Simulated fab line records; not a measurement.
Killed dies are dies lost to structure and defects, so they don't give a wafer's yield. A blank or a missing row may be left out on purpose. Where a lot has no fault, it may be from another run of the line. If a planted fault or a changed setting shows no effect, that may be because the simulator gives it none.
fab line records	flow nandHarc
record lots=11	wafers=33	lastDay=24
route steps=1159 shown P_GATE@144 END@1159
lots with no fault: from the same line, run without faults
startH: start of the lot's first displayed wafer, in hours after the record's first day	waitH: hours since the lot's step before	" unchanged from the row above	L1.1+2: one row covering several wafers at once	- value missing, or start not given	* or withheld: withheld	< > ~ a bound
route shown NAME@n: NAME is a module with steps in the file, n the number in the route of the first one	usual: average and standard deviation across the fault-free wafers	same: alike in all rows	chamber/n: place in a boat	sites: the reading at each site	_std_site: the standard deviation of these	_edge_site: outer sites' mean less inner sites'	radiusMm: how far each site lies from the wafer's centre	mask NAME#n: copy n	behind: the tool/chamber that last shaped the wafer	hold: what put the lot on hold/how long, in hours/how the hold closed	device: names the non-switching transistor (n, p or np)	end of line: tests of these same wafers at the route's end	a step given without rows: its recipe and nothing more	killed: count of dies lost to structure and defects at first sort (not the wafer's yield)	map: a wafer's dies, x killed, . not, _ none there
set.NAME: the setting as run; set.NAME@STEP: as run at that earlier step	model.NAME: the simulator's own value behind a step, which no gauge read
the route's steps for a sample of lots (tables are steps, rows are wafers)
services: the hour from which a tool's chamber was out of use, counted from the record's first day as startH (under 0 if before that day), plus the number of hours and why
## steps
# step NHARC_P_GATE_DESCUM_31
# recipe timeS=3	o2FlowSccm=200	arFlowSccm=0	biasPowerW=0	chemistry=O2
# usual chamberPressureMTorr=60.00/0.052	drypumpMotorCurrentA=5.6/0.52	oesProductAu=1.000/0.0085	rfVppV=57.8/0.84	showerheadPlenumPTorr=1.94/0.096	throttleValvePct=11.312/0.0099
lot.wafer	tool	chamber	startH	waitH	chamberPressureMTorr	drypumpMotorCurrentA	oesProductAu	rfHoursCounterH	rfVppV	showerheadPlenumPTorr	throttleValvePct
L701.4	rieDiel-11	2	84.19	0.1	59.96	4.8	0.992	26	57.7	2.03	11.303
L701.2	"	0	"	"	60.01	5.1	1.007	18	57.5	1.80	11.326
L701.6	"	3	"	"	60.01	5.9	1.009	-	57.9	2.07	11.308
L705.3	rieDiel-11	0	110.39	0.1	60.11	5.0	1.007	24	57.7	1.80	11.293
L705.5	"	2	"	"	59.98	4.8	1.004	-	57.0	2.03	11.320
L705.6	"	3	"	"	60.01	6.0	1.015	-	58.6	2.07	11.303
L704.1	rieDiel-12	2	110.66	0.1	59.96	5.8	1.001	29	57.9	1.93	11.315
L704.3	"	0	"	"	60.01	5.7	1.003	26	57.0	1.93	11.313
L704.5	"	3	"	"	59.97	6.0	0.990	-	58.1	2.01	11.326
L706.1	rieDiel-11	3	123.75	0.1	59.96	5.9	1.010	37	59.5	2.06	11.327
L706.2	"	0	"	"	60.00	5.0	0.999	29	57.5	1.80	11.315
L706.3	"	1	"	"	59.99	6.4	1.010	38	56.9	1.83	11.312
L707.1	rieDiel-12	2	128.95	0.1	60.04	5.8	0.987	34	57.6	1.93	11.312
L707.6	"	2	"	"	59.94	5.8	0.993	-	59.4	1.93	11.311
L707.5	"	3	"	"	60.10	5.9	0.987	-	57.3	2.01	11.317
L709.3	rieDiel-02	3	140.11	0.1	59.99	5.8	1.016	29	57.9	2.01	11.310
L709.4	"	1	"	"	60.03	4.9	1.003	27	56.0	1.96	11.311
L709.6	"	2	"	"	59.97	5.5	1.009	-	57.6	1.80	11.300
L715.1	rieDiel-11	0	179.95	0.1	60.02	5.1	1.007	52	57.2	1.79	11.318
L715.3	"	3	"	"	60.01	5.9	0.997	62	58.7	2.06	11.310
L715.6	"	1	"	"	60.04	6.4	1.010	-	58.2	1.83	11.322
L720.3	rieDiel-02	2	201.40	0.1	60.04	5.5	1.000	9	56.6	1.79	11.307
L720.2	"	3	"	"	60.04	5.8	0.995	10	57.8	2.01	11.291
L720.6	"	1	"	"	60.02	4.9	1.005	-	56.0	1.96	11.309
L721.1	rieDiel-02	2	202.13	0.1	59.96	5.5	0.999	9	57.2	1.79	11.298
L721.3	"	3	"	"	59.97	5.8	1.000	10	59.0	2.01	11.314
L721.5	"	3	"	"	60.05	5.7	0.990	-	57.8	2.01	11.332
L719.2	rieDiel-11	2	202.31	0.1	59.99	4.8	0.993	2	57.4	2.02	11.318
L719.1	"	3	"	"	60.06	5.9	1.001	2	57.8	2.05	11.304
L719.6	"	2	"	"	60.04	4.8	1.005	-	57.3	2.02	11.329
L722.3	rieDiel-12	0	218.27	0.1	59.91	5.7	0.993	3	56.3	1.92	11.306
L722.2	"	2	"	"	60.04	5.8	0.999	2	57.9	1.92	11.319
L722.4	"	3	"	"	59.99	6.0	0.983	3	57.4	2.00	11.306
# step NHARC_P_GATE_STRIP_101
# recipe timeS=20	o2FlowSccm=500	arFlowSccm=0	biasW=0	chemistry=O2
# usual chamberPressureMTorr=60.00/0.054	drypumpMotorCurrentA=5.6/0.51	oesProductAu=1.000/0.0074	rfVppV=57.9/0.92	showerheadPlenumPTorr=3.56/0.16	throttleValvePct=17.036/0.009
lot.wafer	tool	chamber	startH	waitH	chamberPressureMTorr	drypumpMotorCurrentA	oesProductAu	rfHoursCounterH	rfVppV	showerheadPlenumPTorr	throttleValvePct
L701.2	rieDiel-12	1	95.21	0.2	60.03	5.0	0.997	23	57.7	3.39	17.049
L701.4	"	0	"	"	60.04	5.7	0.995	22	58.3	3.56	17.035
L701.6	"	2	"	"	59.99	5.8	0.998	-	57.0	3.56	17.030
L705.3	rieDiel-11	0	123.33	0.1	59.97	5.1	1.011	29	58.9	3.33	17.057
L705.6	"	0	"	"	59.95	5.1	1.008	-	56.5	3.33	17.032
L705.5	"	1	"	"	59.98	6.4	1.008	-	58.0	3.39	17.039
L704.1	rieDiel-02	3	123.67	0.1	59.99	5.8	1.001	29	59.2	3.69	17.024
L704.3	"	1	"	"	60.03	4.9	0.995	27	57.5	3.62	17.042
L704.5	"	2	"	"	60.02	5.5	1.008	-	58.2	3.33	17.042
L706.2	rieDiel-02	3	134.60	0.1	60.01	5.8	0.986	29	57.2	3.69	17.037
L706.1	"	0	"	"	60.05	6.3	0.996	28	58.4	3.74	17.022
L706.3	"	1	"	"	59.97	4.9	0.996	27	58.9	3.62	17.036
L707.1	rieDiel-12	3	140.05	0.1	60.04	5.9	0.986	35	59.9	3.69	17.028
L707.6	"	1	"	"	59.95	5.0	1.001	-	56.9	3.39	17.024
L707.5	"	2	"	"	59.92	5.8	0.998	-	58.7	3.56	17.042
L709.3	rieDiel-11	0	151.04	0.1	60.04	5.1	0.999	39	56.3	3.33	17.051
L709.4	"	3	"	"	60.15	5.9	1.001	48	58.1	3.78	17.031
L709.6	"	0	"	"	60.02	5.1	0.992	-	57.3	3.33	17.037
L715.3	rieDiel-02	0	193.06	0.2	59.96	6.3	0.993	9	59.0	3.74	17.041
L715.1	"	1	"	"	60.07	4.9	0.996	8	58.5	3.61	17.057
L715.6	"	3	"	"	60.03	5.8	0.995	-	59.0	3.69	17.033
L720.2	rieDiel-02	0	212.42	0.3	60.14	6.3	1.000	14	58.2	3.73	17.030
L720.3	"	1	"	"	59.98	4.9	1.006	14	59.3	3.61	17.041
L720.6	"	2	"	"	59.97	5.5	1.009	-	57.3	3.32	17.037
L721.3	rieDiel-02	2	213.21	0.2	60.01	5.5	1.001	13	57.5	3.32	17.039
L721.1	"	3	"	"	59.98	5.8	0.995	14	58.3	3.69	17.045
L721.5	"	3	"	"	60.02	5.8	0.995	-	59.0	3.69	17.030
L719.1	rieDiel-02	0	218.51	0.1	60.05	6.3	1.000	16	57.7	3.73	17.038
L719.2	"	3	"	"	59.93	5.8	0.989	15	57.8	3.68	17.036
L719.6	"	0	"	"	60.05	6.3	0.995	-	58.8	3.73	17.046
L722.3	rieDiel-11	1	229.25	0.1	60.03	6.4	1.011	17	56.0	3.37	17.037
L722.2	"	2	"	"	59.94	4.8	1.013	16	58.2	3.70	17.044
L722.4	"	3	"	"	60.03	5.9	1.011	18	58.0	3.76	17.045
# step NHARC_P_GATE_STRIP_111
# recipe powerW=1500	tempC=110	timeS=250	chemistry=N2/H2
# usual drypumpMotorCurrentA=5.3/0.36	heaterPowerW=84/5.6
lot.wafer	tool	chamber	startH	waitH	drypumpMotorCurrentA	heaterPowerW	rfHoursCounterH
L701.2	plasmaAsher-01	1	96.76	0.2	4.9	77	54
L701.4	"	0	"	"	5.6	87	-
L701.6	"	1	"	"	4.9	75	-
L705.3	plasmaAsher-01	0	124.80	0.3	5.6	87	-
L705.6	"	1	"	"	5.0	75	-
L705.5	"	0	"	"	5.6	89	-
L704.1	plasmaAsher-01	0	125.14	0.2	5.5	88	7
L704.3	"	1	"	"	4.9	76	-
L704.5	"	0	"	"	5.6	87	-
L706.1	plasmaAsher-01	1	136.05	0.2	4.9	77	10
L706.2	"	0	"	"	5.6	87	10
L706.3	"	1	"	"	4.9	76	-
L707.1	plasmaAsher-01	1	141.52	0.2	4.9	77	12
L707.6	"	1	"	"	5.0	77	-
L707.5	"	0	"	"	5.6	89	-
L709.4	plasmaAsher-02	1	152.61	0.2	5.0	87	-
L709.3	"	0	"	"	5.8	92	-
L709.6	"	1	"	"	5.1	87	-
L715.1	plasmaAsher-01	1	194.47	0.2	4.9	77	32
L715.3	"	1	"	"	4.9	77	-
L715.6	"	0	"	"	5.6	90	-
L720.2	plasmaAsher-02	0	213.83	0.2	5.8	90	6
L720.3	"	1	"	"	5.1	85	-
L720.6	"	0	"	"	5.8	86	-
L721.1	plasmaAsher-02	0	214.59	0.2	5.8	87	6
L721.3	"	0	"	"	5.8	85	-
L721.5	"	1	"	"	5.1	84	-
L719.1	plasmaAsher-01	1	219.97	0.2	4.9	78	42
L719.2	"	0	"	"	5.6	87	42
L719.6	"	0	"	"	5.6	89	-
L722.2	plasmaAsher-02	0	230.68	0.3	5.8	89	12
L722.4	"	0	"	"	5.8	89	-
L722.3	"	1	"	"	5.0	82	-
# step NHARC_P_GATE_EXPOSE_56
# recipe na=0.6	targetCdNm=720	doseMj=14.81	maskId=P_PSD
# usual stageVelMmS=499.98/0.28
lot.wafer	tool	chamber	startH	waitH	mask	stageVelMmS
L701.2	krfScanner-02	0	97.84	-	P_PSD#0	500.18
L701.4	"	0	"	"	P_PSD#0	499.82
L701.6	"	0	"	"	P_PSD#0	500.32
L705.3	krfScanner-02	0	125.73	-	P_PSD#0	499.90
L705.5	"	0	"	"	P_PSD#0	499.95
L705.6	"	0	"	"	P_PSD#0	500.10
L704.1	krfScanner-02	0	126.07	-	P_PSD#0	499.85
L704.3	"	0	"	"	P_PSD#0	499.87
L704.5	"	0	"	"	P_PSD#0	500.06
L706.1	krfScanner-01	0	137.12	-	P_PSD#0	500.32
L706.2	"	0	"	"	P_PSD#0	500.15
L706.3	"	0	"	"	P_PSD#0	500.32
L707.1	krfScanner-04	0	142.61	-	P_PSD#0	499.64
L707.5	"	0	"	"	P_PSD#0	499.64
L707.6	"	0	"	"	P_PSD#0	499.69
L709.3	krfScanner-04	0	153.59	-	P_HVN#0	500.02
L709.4	"	0	"	"	P_HVN#0	500.04
L709.6	"	0	"	"	P_HVN#0	500.36
L715.1	krfScanner-01	0	195.49	-	P_PSD#0	500.06
L715.3	"	0	"	"	P_PSD#0	499.89
L715.6	"	0	"	"	P_PSD#0	499.91
L720.2	krfScanner-01	0	214.95	-	P_PSD#0	500.09
L720.3	"	0	"	"	P_PSD#0	500.14
L720.6	"	0	"	"	P_PSD#0	500.33
L721.1	krfScanner-02	0	215.63	-	P_PSD#0	500.13
L721.3	"	0	"	"	P_PSD#0	500.07
L721.5	"	0	"	"	P_PSD#0	500.75
L719.1	krfScanner-01	0	221.03	-	P_PSD#0	499.97
L719.2	"	0	"	"	P_PSD#0	499.97
L719.6	"	0	"	"	P_PSD#0	500.14
L722.2	krfScanner-02	0	231.77	-	P_PSD#0	499.79
L722.3	"	0	"	"	P_PSD#0	499.35
L722.4	"	0	"	"	P_PSD#0	499.72
# step NHARC_P_GATE_CD_MEAS_59
# recipe targetCdNm=720	landingEnergyEv=500
# usual cdNm=720.2/1.1
lot.wafer	tool	chamber	startH	waitH	cdNm
L701.2	cdSem-01	0	97.99	-	718.9
L701.4	"	0	"	"	720.1
L701.6	"	0	"	"	719.6
L705.3	cdSem-02	0	125.88	-	720.6
L705.5	"	0	"	"	721.0
L705.6	"	0	"	"	720.9
L704.1	cdSem-03	0	126.23	-	720.2
L704.3	"	0	"	"	720.5
L704.5	"	0	"	"	719.9
L706.1	cdSem-02	0	137.28	-	718.8
L706.2	"	0	"	"	719.7
L706.3	"	0	"	"	719.4
L707.1	cdSem-01	0	142.77	-	721.0
L707.5	"	0	"	"	720.9
L707.6	"	0	"	"	720.3
L709.3	cdSem-02	0	153.74	-	-
L709.4	"	0	"	"	-
L709.6	"	0	"	"	-
L715.1	cdSem-01	0	195.65	-	721.0
L715.3	"	0	"	"	721.2
L715.6	"	0	"	"	721.8
L720.2	cdSem-03	0	215.11	-	721.7
L720.3	"	0	"	"	721.0
L720.6	"	0	"	"	720.2
L721.1	cdSem-03	0	215.78	-	721.7
L721.3	"	0	"	"	721.7
L721.5	"	0	"	"	719.3
L719.1	cdSem-02	0	221.19	-	720.1
L719.2	"	0	"	"	718.5
L719.6	"	0	"	"	719.4
L722.2	cdSem-03	0	231.93	-	719.3
L722.3	"	0	"	"	719.4
L722.4	"	0	"	"	717.5
# step NHARC_END_SORT_01
# recipe tempC=25
# usual killedAtArray=29/11	killedAtOther=0.6/0.92	killedAtPeriphery=3.2/2	killedDies=33/11	killedOpen=3.2/2	killedShort=1.9/1.5
# same grossDies=677
lot.wafer	tool	chamber	startH	waitH	killedAtArray	killedAtOther	killedAtPeriphery	killedDies	killedOpen	killedShort
L709.3	prober-01	0	494.48	3.1	46	1	630	677	4	4
L709.4	prober-01	0	495.29	3.4	58	2	617	677	10	3
L709.6	prober-01	0	496.91	4.1	43	0	634	677	5	1
# killed by level:class
L709.3 P_GATE:areaExpose=625 A_CHANNEL_HOLE_D1:chamberFilmFlake=23 A_SLIT:chamberFilmFlake=11 A_CONTACT:chamberFilmFlake=3 A_CONTACT:geometricParticle:open=2 P_STI:chamberFilmFlake=2 A_ZERO_WELL:chamberFilmFlake=2 P_CONTACT:geometricParticle:short=1
L709.4 P_GATE:areaExpose=613 A_CHANNEL_HOLE_D1:chamberFilmFlake=25 A_SLIT:chamberFilmFlake=15 A_CHANNEL_FILL_D1:chamberFilmFlake=4 A_CONTACT:geometricParticle:open=3 A_BLC:geometricParticle:open=2 A_STAIRCASE:chamberFilmFlake=2 A_CONTACT:chamberFilmFlake=2
L709.6 P_GATE:areaExpose=631 A_CHANNEL_HOLE_D1:chamberFilmFlake=20 A_SLIT:chamberFilmFlake=13 A_CONTACT:chamberFilmFlake=3 P_CONTACT:geometricParticle:open=1 A_ONON_D1:geometricParticle:open=1 A_SGD_CUT:geometricParticle:open=1 A_WL_FILL:geometricParticle:short=1
## services
tool	chamber	startH	hours	kind
krfScanner-01	-	71.73	0.3	repair
rieDiel-02	0	80.87	-	clean
rieDiel-02	1	80.87	-	clean
rieDiel-02	2	80.87	-	clean
rieDiel-02	3	80.87	-	clean
krfScanner-01	-	84.00	4.0	pm
rieDiel-11	-	85.68	0.4	repair
plasmaAsher-01	-	99.00	9.0	pm
rieDiel-02	0	105.41	-	clean
rieDiel-02	1	105.41	-	clean
rieDiel-02	2	105.41	-	clean
rieDiel-02	3	105.41	-	clean
krfScanner-04	-	107.06	0.6	repair
plasmaAsher-02	-	112.98	6.5	repair
krfScanner-04	-	117.85	0.8	repair
krfScanner-04	-	126.00	4.0	pm
rieDiel-02	0	129.91	-	clean
rieDiel-02	-	150.70	9.0	pm
plasmaAsher-02	-	183.40	9.0	pm
rieDiel-11	-	189.82	9.0	pm
rieDiel-12	-	202.53	9.0	pm
krfScanner-02	-	210.00	4.0	pm
rieDiel-11	2	216.06	3.2	repair
krfScanner-01	-	224.44	0.5	repair
## key
firstSign step=NHARC_P_GATE_EXPOSE_56	reading=mask	direction=changed
effect step=NHARC_P_GATE_CD_MEAS_59	reading=cdNm	direction=missing
effect step=NHARC_END_SORT_01	reading=killedAtPeriphery	direction=up	sigmas=99+	usual=3.2	struck=627
moreKillsBornAt NHARC_P_GATE_EXPOSE_56@krfScanner-04=1869
metAt NHARC_P_GATE_EXPOSE_56
struckLots L709
laterRowsLeftOut L709.3,L709.4,L709.6
testerLeftOut L709
notActingAt NHARC_P_GATE_DESCUM_31,NHARC_P_GATE_STRIP_101,NHARC_P_GATE_STRIP_111
onsetBetween 142.61 153.59
fault kind=wrongMask	tool=any	chamber=-	onsetH=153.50	steps=NHARC_P_GATE_EXPOSE_56	auxCopy=P_HVN#0	scope=struckLotsOnly
# testerLeftOut: of these lots the tester's yield and bins aren't shown, on N5 and GAA mostly nor the transistor test; their killed dies are dies lost to structure and defects alone, not to doping, threshold or leakage, so they don't give the yield
# laterRowsLeftOut: the simulator's readings of these wafers behind a module that went badly wrong aren't trusted and aren't shown, but for the sort
